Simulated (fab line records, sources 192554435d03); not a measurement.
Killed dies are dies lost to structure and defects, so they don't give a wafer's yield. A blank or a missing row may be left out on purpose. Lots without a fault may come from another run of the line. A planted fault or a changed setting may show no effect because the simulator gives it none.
Split-lot experiment | flow n5_finfet | 7 lots, 21 wafers read, on a route of 1938 steps

THE SPLIT
At N5_BEOL_M13_ETCH_59 (etches BARC in N2/H2, target depth 89 nm, overetch 26.7 nm, time 67.9 s), the setting time_s was moved away from the recipe's 67.9 s on 5 of the 21 wafers read, by -18.4% to +15.9%. The other wafers ran this setting at the recipe's value.

The reading is taken at the split's own step.

THE READING
coat_of_BEOL_M13_COAT_04.thk_nm (the simulator's own value, which no gauge read), in nm, at N5_BEOL_M13_ETCH_59 (etches BARC in N2/H2, target depth 89 nm, overetch 26.7 nm, time 67.9 s). The file gives no usual value for it. The 16 wafers here that ran the recipe average 317.7 nm, standard deviation 2 nm.

wafer  | tool, chamber at the split | time_s as run, s | against the recipe | coat_of_BEOL_M13_COAT_04.thk_nm, nm | against lot-mates on the recipe
L074.1 | rie_diel-04, 3             | 67.9             | recipe             | 318                                 | -
L074.3 | rie_diel-04, 2             | 67.9             | recipe             | 318.2                               | -
L074.6 | rie_diel-04, 1             | 67.9             | recipe             | 316                                 | -
L075.1 | rie_diel-03, 0             | 67.9             | recipe             | 320.2                               | -
L075.2 | rie_diel-03, 2             | 67.9             | recipe             | 319.6                               | -
L075.5 | rie_diel-03, 2             | 67.9             | recipe             | 320                                 | -
L077.1 | rie_diel-04, 2             | 67.9             | recipe             | 316.6                               | -
L077.3 | rie_diel-04, 3             | 78.72            | +15.9%             | 304.6                               | -11.3
L077.6 | rie_diel-04, 3             | 67.9             | recipe             | 315.2                               | -
L083.2 | rie_diel-05, 1             | 67.9             | recipe             | 314.2                               | -
L083.5 | rie_diel-05, 1             | 67.9             | recipe             | 315                                 | -
L083.6 | rie_diel-05, 0             | 67.9             | recipe             | 317.2                               | -
L088.1 | rie_diel-05, 1             | 67.9             | recipe             | 316.4                               | -
L088.4 | rie_diel-05, 2             | 55.44            | -18.4%             | 330.4                               | +13.2
L088.5 | rie_diel-05, 3             | 67.9             | recipe             | 318                                 | -
L090.3 | rie_diel-03, 2             | 76.75            | +13.0%             | 311.2                               | -7.6
L090.5 | rie_diel-03, 2             | 67.9             | recipe             | 319.2                               | -
L090.6 | rie_diel-03, 3             | 67.9             | recipe             | 318.4                               | -
L093.1 | rie_diel-04, 2             | 62.2             | -8.4%              | 324                                 | +3.0
L093.4 | rie_diel-04, 0             | 67.9             | recipe             | 321                                 | -
L093.5 | rie_diel-04, 0             | 62.2             | -8.4%              | 326.6                               | +5.6

THE FIT
A straight line over all 21 wafers: coat_of_BEOL_M13_COAT_04.thk_nm changes by -0.724 nm for each +1% of time_s; r = -0.92; the points scatter about the line by 2 nm.
The same after taking each lot's own level away (the mean of its wafers on the recipe; 21 wafers): -0.659 nm for each +1%; r = -0.98; scatter 1 nm.
On that fit, the largest move of time_s shifts the reading by 12 nm.
The lots' own levels span 315.47 to 321.00 nm, that is 2.8 times the standard deviation above.
So the lot-to-lot level changes the slope little: the two slopes agree.
Check: with one of the wafers moved furthest among these (-18.4%) left out of the fit, the line predicts +11.2 nm for it against its lot-mates. It came out at +13.2 nm against them.

OTHER SPLITS ON THESE WAFERS
These wafers also went through other splits before the reading. Each is held against what the fit with the lots' levels taken away leaves over:
other split on the same wafers | wafers away from the commonest value | r with coat_of_BEOL_M13_COAT_04.thk_nm (lot level and that fit taken away)
N5_BEOL_M8_ETCH_62 time_s      | 9                                    | +0.06
N5_BEOL_M11_ILD_DEP_00 time_s  | 6                                    | +0.27
N5_BEOL_M11_ALD_74 ald_cycles  | 5                                    | +0.14
N5_BEOL_M13_EXPOSE_07 dose_mj  | 9                                    | +0.31

THE FILE'S OWN FIT
coat_of_BEOL_M13_COAT_04.thk_nm changes by -0.671 nm for each +1% of time_s, r = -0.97.
